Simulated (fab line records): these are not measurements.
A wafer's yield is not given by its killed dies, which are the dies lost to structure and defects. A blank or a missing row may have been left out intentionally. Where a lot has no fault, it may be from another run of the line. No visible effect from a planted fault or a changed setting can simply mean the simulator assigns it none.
Split-lot experiment    flow n5_finfet    39 wafers read across 7 lots, on a route 1938 steps long

## ON THE SPLIT
At N5_SDB_ETCH_18 (etches SOC in N2/H2, target depth 100 nm, overetch 20 nm, time 150 s), the setting time_s was moved away from the recipe's 150 s on 12 of the 39 wafers read, by -47.7% to +43.2%. For the rest of the wafers, this setting stayed at what the recipe calls for.

The split's own step is where the reading is taken.

## THE READING
SiARC_of_SDB_COAT_04.thk_nm (the simulator's own value, which no gauge read), in nm, at N5_SDB_ETCH_18 (etches SOC in N2/H2, target depth 100 nm, overetch 20 nm, time 150 s). There is no usual value for it anywhere in the file. Across the 27 wafers here that went through the recipe, the average is 12.8 nm and the standard deviation 0.16 nm.

wafer   tool, chamber at the split  time_s as run, s  against the recipe  SiARC_of_SDB_COAT_04.thk_nm, nm  against lot-mates on the recipe
L076.1  rie_diel-02, 2              150               recipe              13                               -
L076.2  rie_diel-02, 3              150               recipe              12.8                             -
L076.3  rie_diel-02, 0              150               recipe              12.8                             -
L076.4  rie_diel-02, 1              150               recipe              12.6                             -
L076.5  rie_diel-02, 2              150               recipe              13                               -
L076.6  rie_diel-02, 1              150               recipe              12.6                             -
L078.1  rie_diel-04, 0              109.8             -26.8%              14.2                             +1.5
L078.2  rie_diel-04, 1              109.8             -26.8%              14.4                             +1.7
L078.3  rie_diel-04, 2              109.8             -26.8%              14.2                             +1.5
L078.4  rie_diel-04, 3              150               recipe              12.8                             -
L078.5  rie_diel-04, 0              150               recipe              12.8                             -
L078.6  rie_diel-04, 3              150               recipe              12.6                             -
L083.1  rie_diel-01, 0,3            150               recipe              12.8                             -
L083.2  rie_diel-01, 0,3            150               recipe              12.8                             -
L083.3  rie_diel-01, 2              150               recipe              12.6                             -
L083.4  rie_diel-01, 1              150               recipe              12.8                             -
L083.5  rie_diel-01, 2              150               recipe              12.6                             -
L083.6  rie_diel-01, 3              150               recipe              12.8                             -
L084.1  rie_diel-02, 2              150               recipe              13                               -
L084.2  rie_diel-02, 0              214.8             +43.2%              10.4                             -2.3
L084.3  rie_diel-02, 3              214.8             +43.2%              10.4                             -2.3
L084.4  rie_diel-02, 1              150               recipe              12.6                             -
L084.5  rie_diel-02, 0              214.8             +43.2%              10.4                             -2.3
L084.6  rie_diel-02, 1              150               recipe              12.6                             -
L093.1  rie_diel-02, 3              99.79             -33.5%              14.6                             +1.7
L093.2  rie_diel-02, 2              150               recipe              13                               -
L093.3  rie_diel-02, 1              99.79             -33.5%              14.4                             +1.5
L093.4  rie_diel-02, 0              150               recipe              12.6                             -
L093.5  rie_diel-02, 3              99.79             -33.5%              14.6                             +1.7
L093.6  rie_diel-02, 2              150               recipe              13                               -
L094.1  rie_diel-02, 0              78.5              -47.7%              15.2                             +2.4
L094.2  rie_diel-02, 2              150               recipe              13                               -
L094.3  rie_diel-02, 1              150               recipe              12.6                             -
L094.4  rie_diel-02, 3              150               recipe              12.8                             -
L094.5  rie_diel-02, 3              78.5              -47.7%              15.4                             +2.6
L094.6  rie_diel-02, 2              78.5              -47.7%              15.4                             +2.6
L096.3  rie_diel-02, 2              150               recipe              13                               -
L096.5  rie_diel-02, 3              150               recipe              12.8                             -
L096.6  rie_diel-02, 0              150               recipe              12.6                             -
The file does not say which wafer passed through which chamber wherever a row lists several chambers: such a row stands for several wafers.

FIT RESULTS
A straight line over all 39 wafers: SiARC_of_SDB_COAT_04.thk_nm changes by -0.0541 nm for each +1% of time_s; r = -0.99; the points scatter about the line by 0.14 nm.
The same after taking each lot's own level away (the mean of its wafers on the recipe; 39 wafers): -0.0533 nm for each +1%; r = -0.99; scatter 0.14 nm.
Per that fit: largest time_s move, reading shift of 2.5 nm.
The span of the lots' own levels, 12.73 to 12.87 nm, comes to 0.8 times the standard deviation stated above.
Consequently the slope shifts little with the lot-to-lot level, the two slopes agreeing.
Check: +2.56 nm against its lot-mates is what the line predicts for one of the wafers moved furthest among these (-47.7%) when that wafer is left out of the fit. Against them it came out at +2.4 nm.

## OTHER SPLITS ON THESE WAFERS
These wafers also went through other splits before the reading. Each is held against what the fit with the lots' levels taken away leaves over:
other split on the same wafers           wafers away from the commonest value  r with SiARC_of_SDB_COAT_04.thk_nm (lot level and that fit taken away)
N5_FIN_SAQP_SPACER2_ALD_28 target_thk_a  15                                    +0.03
N5_SD_EPI_N_ETCH_16 target_depth_a       9                                     -0.23

## THE WHOLE CHAIN: every reading that the file lists as answering this split, in the file's order
step            what it does                                                          reading                                                                       change (the file's fit)                                                               r (the file's)
N5_SDB_ETCH_18  etches SOC in N2/H2, target depth 100 nm, overetch 20 nm, time 150 s  etch.depth_nm (the simulator's own value, which no gauge read)                not straight: 62.17 at the lowest setting, 99.93 at the recipe, 99.87 at the highest  not given
N5_SDB_ETCH_18  etches SOC in N2/H2, target depth 100 nm, overetch 20 nm, time 150 s  SiARC_of_SDB_COAT_04.thk_nm (the simulator's own value, which no gauge read)  -0.0533 nm for each +1% of the setting                                                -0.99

## FILE'S OWN FIT
SiARC_of_SDB_COAT_04.thk_nm changes by -0.0533 nm for each +1% of time_s, r = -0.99.
